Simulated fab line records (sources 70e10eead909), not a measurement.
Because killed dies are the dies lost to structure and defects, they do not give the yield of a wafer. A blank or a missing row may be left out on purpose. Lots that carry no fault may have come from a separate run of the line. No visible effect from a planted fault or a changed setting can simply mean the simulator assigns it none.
A lot that was struck, set against a sound lot | flow nand_harc | 43 out of 1159 route steps
Sound: these wafers, L706.1, L706.3, L706.6. The struck wafers were L716.2, L716.3, L716.5. Last of all comes the cause.
Per side, at each step with rows, come the tool, then ch with its chambers, and then its first start. Under that, the readings that differ: sound wafers | struck wafers | difference of the means | sigmas: that difference in standard deviations of wafers without a fault.
alike: same words and numbers on both sides, and readings whose means sit less than 2 such deviations apart. not compared: any withheld reading, any reading some wafer has no value for, any bound like >300 that may hide the same value, and any number with overlapping values for which the record gives no deviation.
Wherever a step has rows on one side only, a row that says differs or no value, or a row with sigmas, the two part there. When numbers do not overlap yet have no deviation, they are printed without sigmas and do not part them. A reading missing from all wafers of one side parts the sides only when that side holds two or more wafers.

first, 2 steps without rows for these wafers: NHARC_P_STI_SRD_39; NHARC_P_STI_OXIDE_40 (material SiO2, target thk 10 nm, ox time 1362 s).
NHARC_P_STI_INSPECT_25:
  sound on defect_inspect-01, day 5 10:41; struck on defect_inspect-01, day 7 14:45
  alike: raw_defect_count
then, 9 steps without rows for these wafers: NHARC_P_GATE_ETCH_69 (etches SiO2 in dHF, target depth 14 nm); NHARC_P_GATE_PRECLEAN_70 (cleans in SC1); NHARC_P_GATE_SRD_01; NHARC_P_GATE_OXIDE_02 (material SiO2, target thk 37.5 nm, ox time 365 s); NHARC_P_GATE_DEHYDRATE_03 (time 120 s); NHARC_P_GATE_HMDS_04 (time 30 s); NHARC_P_GATE_COAT_05; NHARC_P_GATE_SOFTBAKE_06 (time 95 s); NHARC_P_GATE_EBR_07.
NHARC_P_GATE_EXPOSE_08: exposes mask P HV.
  sound on krf_scanner-01 ch 0, day 5 18:34; struck on krf_scanner-01 ch 0, day 7 22:39
  reading                        | sound             | struck            | difference | sigmas
  model.P_GATE.overlay_x_nm (nm) | 16.01 16.01 16.01 | 284.2 284.2 284.2 | +268.2     |
  alike: mask
then, 2 steps without rows for these wafers: NHARC_P_GATE_PEB_09 (peb time 85 s); NHARC_P_GATE_DEVELOP_10 (time 70 s).
NHARC_P_GATE_CD_MEAS_11: target cd 1640 nm.
  sound on cd_sem-03 ch 0, day 5 18:43; struck on cd_sem-01 ch 0, day 7 22:48
  reading    | sound                | struck               | difference | sigmas
  cd_nm (nm) | 1637.3 1639.8 1638.7 | 1641.7 1641.0 1641.6 | +2.8       | +2
then, 1 step without rows for these wafers: NHARC_P_GATE_HARDBAKE_12 (time 80 s).
NHARC_P_GATE_DESCUM_13: chemistry O2, time 3 s.
  sound on rie_diel-10 ch 0,1, day 5 18:53; struck on rie_diel-10 ch 2,3, day 7 23:00
  reading                         | sound          | struck         | difference | sigmas
  showerhead_plenum_p_Torr (Torr) | 1.83 1.77 1.77 | 2.03 2.00 2.03 | +0.23      | +2
  alike: drypump_motor_current_A, oes_product_au, rf_vpp_V, throttle_valve_pct
  not compared: rf_hours_counter_h
then, 16 steps without rows for these wafers: NHARC_P_GATE_ETCH_14 (etches SiO2 in dHF, target depth 48.8 nm); NHARC_P_GATE_STRIP_15 (strips in SPM, time 780 s); NHARC_P_GATE_PRECLEAN_71 (cleans in SC1); NHARC_P_GATE_SRD_72; NHARC_P_GATE_OXIDE_16 (material SiO2, target thk 3 nm, ox time 392 s); NHARC_P_GATE_CVD_17 (deposits poly-Si, target thk 150 nm, time 900 s); NHARC_P_GATE_HM_DEP_102 (deposits aC, target thk 120 nm); NHARC_P_GATE_DEP_103 (deposits SiON, target thk 30 nm); NHARC_P_GATE_DEHYDRATE_18 (time 120 s); NHARC_P_GATE_HMDS_19 (time 30 s); NHARC_P_GATE_COAT_20 (resist thk 90 nm); NHARC_P_GATE_SOFTBAKE_21 (time 55 s); NHARC_P_GATE_EBR_22; NHARC_P_GATE_EXPOSE_23 (exposes mask P GATE, target cd 120 nm); NHARC_P_GATE_PEB_24 (peb time 65 s); NHARC_P_GATE_DEVELOP_25 (develop time 35 s).
NHARC_P_GATE_CD_MEAS_26: target cd 120 nm.
  sound on cd_sem-03 ch 0, day 6 14:31; struck on cd_sem-03 ch 0, day 8 17:25
  alike: cd_nm
NHARC_P_GATE_OVL_MEAS_27:
  sound on overlay-01, day 6 14:37; struck on overlay-01, day 8 17:29
  alike: overlay_x_nm, overlay_y_nm
NHARC_P_GATE_INSPECT_28:
  sound on defect_inspect-01, day 6 14:39; struck on defect_inspect-02, day 8 17:32
  alike: raw_defect_count
NHARC_P_GATE_DESCUM_31: chemistry O2, time 3 s.
  sound on rie_diel-10 ch 2,3, day 6 14:43; struck on rie_diel-10 ch 0,1, day 8 17:35
  alike: drypump_motor_current_A, oes_product_au, rf_vpp_V, showerhead_plenum_p_Torr, throttle_valve_pct
  not compared: rf_hours_counter_h
NHARC_P_GATE_ETCH_104: etches the open film in CF4/CHF3, target depth 60 nm.
  sound on rie_diel-10 ch 0,1,3, day 6 14:48; struck on rie_diel-10 ch 0,1, day 8 17:42
  alike: bias_w, drypump_motor_current_A, oes_product_au, rf_vpp_V, showerhead_plenum_p_Torr, throttle_valve_pct
NHARC_P_GATE_HM_OPEN_105: chemistry O2/COS, target depth 360 nm.
  sound on rie_diel-10 ch 1,2,3; struck on rie_diel-10 ch 0,1,3
  alike: bias_w, drypump_motor_current_A, oes_product_au, rf_vpp_V, showerhead_plenum_p_Torr, throttle_valve_pct
  not compared: rf_hours_counter_h
then, 1 step without rows for these wafers: NHARC_P_GATE_STRIP_106 (strips in O2/COS).
NHARC_P_GATE_ETCH_114: etches the open film in CF4/O2, target depth 30 nm, overetch 3 nm, time 16.5 s.
  sound on rie_diel-10 ch 1,2,3; struck on rie_diel-10 ch 0,1,3
  alike: bias_w, drypump_motor_current_A, oes_product_au, rf_vpp_V, showerhead_plenum_p_Torr, throttle_valve_pct
  not compared: rf_hours_counter_h
-- jump in the record: it breaks off in module P_GATE and resumes in module END (first step shown: number 1159 of the route), and 15 days separate the struck wafers' starts before and after --
NHARC_END_SORT_01:
  sound on prober-02 ch 0, day 21 22:35; struck on prober-01 ch 0, day 23 05:50
  reading             | sound    | struck      | difference | sigmas
  killed_at_periphery | 3 2 3    | 639 642 641 | +638       | +99 or more
  killed_dies         | 37 31 31 | 677 677 677 | +644       | +69
  alike: killed_at_array, killed_at_other, killed_open, killed_short

== WHERE THEY PART ==
Last at NHARC_END_SORT_01 as far as this record goes, first at NHARC_P_GATE_CD_MEAS_11.

WHY: what had been put in by the simulator
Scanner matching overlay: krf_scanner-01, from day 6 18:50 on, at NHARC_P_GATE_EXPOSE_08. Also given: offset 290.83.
